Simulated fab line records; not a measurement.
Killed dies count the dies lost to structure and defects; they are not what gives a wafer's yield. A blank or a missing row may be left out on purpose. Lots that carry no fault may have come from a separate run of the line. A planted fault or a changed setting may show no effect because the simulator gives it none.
Which tool is to blame? -- flow nandHarc -- 11 lots with 33 wafers sampled at 5 steps, on a route of 1159 steps

## WHAT EACH GAUGE READ, for each wafer
NHARC_END_SORT_01.
lot,measured,on,killedAtArray
L823,day 22 16:13,prober-01,670 673 673
L827,day 22 23:06,prober-01,674 675 676
L829,day 23 05:43,prober-02,36 30 25
L830,day 23 20:26,prober-01,39 34 35

## WHICH TOOL RAN EACH LOT (tool, then ch and the chambers of the sampled wafers, then the start)
lot,NHARC_A_CONTACT_ETCH_124,NHARC_A_CONTACT_ETCH_127,NHARC_A_CONTACT_ETCH_133,NHARC_A_CONTACT_ETCH_91
L814,"harCapEtch-01 ch 0,1, day 17 00:04","harCapEtch-01 ch 0,1, day 17 00:42","harCapEtch-01 ch 0,1, day 17 01:52","rieDiel-11 ch 1,2, day 17 02:28"
L815,"harCapEtch-02 ch 0,1, day 17 01:01","harCapEtch-02 ch 0,1, day 17 01:29","harCapEtch-02 ch 0,1, day 17 02:22","rieDiel-02 ch 0,2, day 17 02:54"
L816,"harCapEtch-01 ch 1, day 17 06:51","harCapEtch-01 ch 1, day 17 07:29","harCapEtch-01 ch 1, day 17 08:39","rieDiel-12 ch 0,1,3, day 17 09:16"
L822,"harCapEtch-03 ch 0,1, day 18 23:05","harCapEtch-03 ch 0,1, day 18 23:34","harCapEtch-03 ch 0,1, day 19 00:26","rieDiel-02 ch 1,2,3, day 19 00:58"
L823,"harCapEtch-01 ch 0,1, day 19 23:40","harCapEtch-01 ch 0,1, day 20 00:08","harCapEtch-01 ch 0,1, day 20 01:16","rieDiel-12 ch 0,1,2, day 20 01:52"
L827,"harCapEtch-01 ch 0,1, day 20 09:37","harCapEtch-01 ch 0,1, day 20 10:06","harCapEtch-01 ch 0,1, day 20 10:58","rieDiel-02 ch 0,3, day 20 11:32"
L829,"harCapEtch-03 ch 0,1, day 20 13:04","harCapEtch-03 ch 0,1, day 20 13:32","harCapEtch-03 ch 0,1, day 20 14:23","rieDiel-02 ch 0,1,2, day 20 14:58"
L830,"harCapEtch-03 ch 0,1, day 21 01:23","harCapEtch-03 ch 0,1, day 21 01:50","harCapEtch-03 ch 0,1, day 21 02:45","rieDiel-02 ch 0,1, day 21 03:12"
L833,"harCapEtch-02 ch 0,1, day 21 08:44","harCapEtch-02 ch 0,1, day 21 09:22","harCapEtch-02 ch 0,1, day 21 10:30","rieDiel-02 ch 1,3, day 21 11:10"
L836,"harCapEtch-03 ch 0,1, day 22 09:23","harCapEtch-03 ch 0,1, day 22 09:52","harCapEtch-03 ch 0,1, day 22 10:43","rieDiel-11 ch 0,2,3, day 22 11:18"
L835,"harCapEtch-02 ch 0,1, day 22 14:49","harCapEtch-02 ch 0,1, day 22 15:17","harCapEtch-02 ch 0,1, day 22 16:08","rieDiel-02 ch 0,2,3, day 22 16:43"
- NHARC_A_CONTACT_ETCH_124: etches the open film in C4F8/O2/Ar, time 140 s, target depth 700 nm.
- NHARC_A_CONTACT_ETCH_127: etches the open film in C4F8/O2/Ar, time 155 s, target depth 956 nm.
- NHARC_A_CONTACT_ETCH_133: etches the open film in C4F8/O2/Ar, time 195 s, target depth 840 nm.
- NHARC_A_CONTACT_ETCH_91: etches the open film in CH3F/O2, target depth 40 nm, time 85.7 s.

## THE ANSWER, worked out from the rows above alone
Rule: the usual values come from the lots themselves. The widest of any qualifying gaps counts: lots, ordered by their means at a reading, are off when they make up no more than a third of the lots, leave a main group of 4 or more, and stand apart from it by 3 or more times the standard deviation of that group's means. A main group whose means are all the same, to the digits that the tables above print for the reading, isn't used. Also off: a lot with no number at a reading for which 4 or more lots have one. The other lots that the step has rows for count as sound.
Across all readings shown, no lot is off: no conclusion can be drawn from this.

## WHAT THE SIMULATOR PUT IN
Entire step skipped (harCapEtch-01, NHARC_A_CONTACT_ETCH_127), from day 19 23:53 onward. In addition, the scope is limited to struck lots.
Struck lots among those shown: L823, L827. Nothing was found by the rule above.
